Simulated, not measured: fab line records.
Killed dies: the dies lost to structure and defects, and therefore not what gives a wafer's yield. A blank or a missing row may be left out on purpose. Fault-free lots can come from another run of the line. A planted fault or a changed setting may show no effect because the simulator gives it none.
The tool behind it: which one?	flow n5-finfet	9 lots with 27 wafers sampled at 6 steps, on a route of 1938 steps

## WHAT EACH GAUGE READ, for each wafer
N5_FIN_SAQP_CD_MEAS_31: target cd 8 nm.
lot	measured	on	cd-nm (nm)
L678	day 2 01:37	cd-sem-02	7.93 7.80 7.97
L680	day 2 13:20	cd-sem-03	8.10 8.24 8.09
L685	day 3 22:13	cd-sem-02	8.28 8.64 8.02
L687	day 4 10:19	cd-sem-01	- - -
L688	day 4 14:14	cd-sem-03	- - -
L697	day 6 19:58	cd-sem-03	7.69 7.94 8.23
L698	day 7 04:08	cd-sem-02	7.50 7.91 8.20
L700	day 7 13:29	cd-sem-01	8.27 8.17 8.05
L701	day 7 19:43	cd-sem-01	7.74 7.95 7.73

N5_BEOL_M4_RC_MEAS_101.
lot	measured	on	DIBL_N (mV/V)	DIBL_P (mV/V)	IOFF_N (nA/um)	IOFF_P (nA/um)	ION_N (uA/um)	ION_P (uA/um)	SS_N (mV/dec)	SS_P (mV/dec)	VT_N (mV)	VT_P (mV)
L678	day 7 20:59	prober-02	35.8 38.3 36.7	35.3 37.5 37.0	0.140 0.177 0.152	0.185 0.224 0.201	661 671 670	459 462 465	71.2 72.1 71.2	72.5 73.1 72.9	250.8 248.6 249.0	-250 -247 -249
L680	day 8 15:29	prober-01	37.4 34.2 36.5	38.1 34.8 38.0	0.189 0.134 0.174	0.216 0.174 0.213	673 666 676	455 453 461	72.7 71.4 72.3	73.7 73.3 73.4	247.7 251.4 250.6	-251 -255 -251
L685	day 9 21:19	prober-01	36.9 35.8 36.2	36.2 35.2 36.4	0.172 0.154 0.173	0.197 0.188 0.200	666 666 682	454 454 462	72.1 70.6 71.4	73.3 73.4 73.0	251.5 250.5 249.3	-250 -251 -251
L697	day 12 21:46	prober-02	37.2 37.7 38.3	37.0 38.1 38.3	0.176 0.195 0.203	0.219 0.232 0.244	682 694 682	461 469 465	71.7 71.5 71.7	73.5 73.2 73.7	249.3 247.1 246.3	-250 -251 -250
L698	day 13 02:41	prober-02	38.5 38.7 38.1	38.0 37.9 37.6	0.175 0.184 0.174	0.240 0.244 0.248	681 666 685	464 460 471	71.3 71.4 71.4	74.3 74.3 74.0	250.5 248.6 247.6	-247 -248 -247
L700	day 13 22:22	prober-02	35.7 33.3 35.0	37.9 34.6 36.6	0.170 0.127 0.151	0.230 0.184 0.217	681 675 675	472 467 465	72.5 71.0 71.1	73.4 72.6 73.3	250.1 252.1 250.0	-248 -251 -249
L701	day 14 04:43	prober-02	36.6 37.2 34.9	35.7 36.7 33.8	0.149 0.164 0.132	0.218 0.243 0.196	661 665 667	460 458 467	71.8 72.8 71.7	73.4 73.9 72.7	251.6 250.0 254.0	-250 -248 -251

## WHAT TOOL EACH LOT RAN ON (gives the tool, then ch and the chambers of the sampled wafers, and finally the start)
lot	N5_FIN_SAQP_RECESS_71	N5_FIN_SAQP_SPACER2_ALD_28	N5_FIN_SAQP_MANDREL2_REMOVE_60	N5_FIN_SAQP_STRIP_77
L678	vapor-etch-02 ch 0,1, day 2 00:57	ald-sin-03 ch 0,1,2, day 2 01:06	rie-si-03 ch 0,1,3, day 2 01:31	rie-diel-01 ch 0,1,2, day 2 01:46
L680	vapor-etch-01 ch 0,1, day 2 12:42	ald-sin-03 ch 0,1, day 2 12:48	rie-si-03 ch 0,2, day 2 13:13	rie-diel-01 ch 1,3, day 2 13:28
L685	vapor-etch-01 ch 0,1, day 3 21:28	ald-sin-03 ch 0,1,2, day 3 21:34	rie-si-01 ch 1,2, day 3 22:05	rie-diel-05 ch 2,3, day 3 22:30
L687	vapor-etch-01 ch 0,1, day 4 09:27	ald-sin-03 ch 0,1, day 4 09:35	rie-si-04 ch 1,2,3, day 4 10:13	rie-diel-01 ch 0,1,2, day 4 10:39
L688	vapor-etch-02 ch 0,1, day 4 13:34	ald-sin-01 ch 0,1,2, day 4 13:43	rie-si-01 ch 0,1, day 4 14:07	rie-diel-01 ch 0,1, day 4 14:22
L697	vapor-etch-01 ch 0,1, day 6 19:17	ald-sin-01 ch 1,2,3, day 6 19:26	rie-si-03 ch 1,2,3, day 6 19:51	rie-diel-05 ch 1,2,3, day 6 20:06
L698	vapor-etch-02 ch 0,1, day 7 02:56	ald-sin-03 ch 0,1,2, day 7 03:31	rie-si-01 ch 1,2, day 7 04:02	rie-diel-02 ch 2,3, day 7 04:28
L700	vapor-etch-01 ch 0,1, day 7 12:43	ald-sin-01 ch 0,1,2, day 7 12:52	rie-si-01 ch 0,1,3, day 7 13:23	rie-diel-05 ch 1,2,3, day 7 13:46
L701	vapor-etch-01 ch 0,1, day 7 19:03	ald-sin-01 ch 0,2, day 7 19:11	rie-si-01 ch 1,2,3, day 7 19:36	rie-diel-05 ch 0,2,3, day 7 19:51
- N5_FIN_SAQP_RECESS_71: chemistry HF/NH3, target SiO2, target depth 3 nm, afs cycles 1, sublimation time 60 s.
- N5_FIN_SAQP_SPACER2_ALD_28: deposits SiO2, target thk 8.1 nm, pulse time 1 s, purge time 2 s.
- N5_FIN_SAQP_MANDREL2_REMOVE_60: chemistry HBr/Cl2/O2, target a-Si, stops on SiNx, bt time 10 s.
- N5_FIN_SAQP_STRIP_77: strips in N2/H2, time 90 s.

## WHAT THE TOOLS THEMSELVES READ (means of the sampled wafers that have a number; where no wafer has one, the mark that the record gives instead)
N5_FIN_SAQP_RECESS_71.
lot	tool	drypump-motor-current-A (A)
L678	vapor-etch-02	6.1
L680	vapor-etch-01	6.1
L685	vapor-etch-01	6.2
L687	vapor-etch-01	6.1
L688	vapor-etch-02	6.1
L697	vapor-etch-01	5.8
L698	vapor-etch-02	6.2
L700	vapor-etch-01	6.1
L701	vapor-etch-01	6.1

N5_FIN_SAQP_SPACER2_ALD_28.
lot	tool	chamber-pressure-Torr (Torr)	heater-power-w (W)	precursor-pulse-height-rel
L678	ald-sin-03	2.007	478	0.986
L680	ald-sin-03	1.999	473	1.001
L685	ald-sin-03	2.001	479	1.006
L687	ald-sin-03	-	-	-
L688	ald-sin-01	-	-	-
L697	ald-sin-01	2.000	496	1.001
L698	ald-sin-03	2.002	479	1.003
L700	ald-sin-01	2.002	466	0.994
L701	ald-sin-01	2.000	512	0.992

N5_FIN_SAQP_MANDREL2_REMOVE_60.
lot	tool	drypump-motor-current-A (A)	oes-product-au (a.u.)	throttle-valve-pct (%)
L678	rie-si-03	5.3	0.988	36.73
L680	rie-si-03	4.9	0.990	36.65
L685	rie-si-01	6.0	1.017	37.02
L687	rie-si-04	5.2	0.986	36.81
L688	rie-si-01	6.1	1.024	36.96
L697	rie-si-03	5.2	0.997	36.86
L698	rie-si-01	6.0	1.022	37.03
L700	rie-si-01	6.0	1.000	36.81
L701	rie-si-01	6.0	1.007	36.88

N5_FIN_SAQP_STRIP_77.
lot	tool	bias-power-w (W)	drypump-motor-current-A (A)	oes-product-au (a.u.)	rf-vpp-V (V)	showerhead-plenum-p-Torr (Torr)	throttle-valve-pct (%)
L678	rie-diel-01	2.991	6.0	0.70	44.9	3.35	12.38
L680	rie-diel-01	2.997	5.1	0.76	44.7	3.37	12.35
L685	rie-diel-05	2.991	5.4	0.75	45.1	3.29	12.34
L687	rie-diel-01	2.998	6.0	0.78	45.7	3.34	12.22
L688	rie-diel-01	3.005	6.0	0.78	45.3	3.34	12.15
L697	rie-diel-05	3.003	5.7	0.72	45.8	3.30	12.39
L698	rie-diel-02	3.005	6.0	0.75	46.1	3.38	12.42
L700	rie-diel-05	2.998	5.6	0.72	45.7	3.30	12.42
L701	rie-diel-05	3.002	5.3	0.71	45.1	3.31	12.42

## THE ANSWER, worked out from the rows above alone
Rule: what is usual is taken from the lots themselves. The widest of any qualifying gaps counts: lots, ordered by their means at a reading, are off when they make up no more than a third of the lots, leave a main group of 4 or more, and stand apart from it by 3 or more times the standard deviation of that group's means. If all means in a main group match to the digits the tables above print for the reading, that group is not used. A lot without any number at a reading at which 4 lots or more have one is off too. All remaining lots with rows at the step are treated as sound. After the gauges, taken in route order, come the tools' own readings; for these a lot's mean is taken, as printed above. At the first step where some lot is off, the reading lying furthest off is the one used; lots without a number count as furthest.
Off, at N5_FIN_SAQP_CD_MEAS_31 on cd-nm: L687, L688. Without a number there: L687, L688. Main group: mean 8.02 nm, sd 0.17.
A tool fits if, at a process step before that reading, it ran every lot that is off, and no sound lot after the first of them. Not tried: the gauges at N5_FIN_SAQP_CD_MEAS_31; whatever is off there is also off at N5_FIN_SAQP_SPACER2_ALD_28, on other tools, and gauge error can't account for it. No candidate that was tried fits.

## WHAT THE SIMULATOR HAD INSERTED
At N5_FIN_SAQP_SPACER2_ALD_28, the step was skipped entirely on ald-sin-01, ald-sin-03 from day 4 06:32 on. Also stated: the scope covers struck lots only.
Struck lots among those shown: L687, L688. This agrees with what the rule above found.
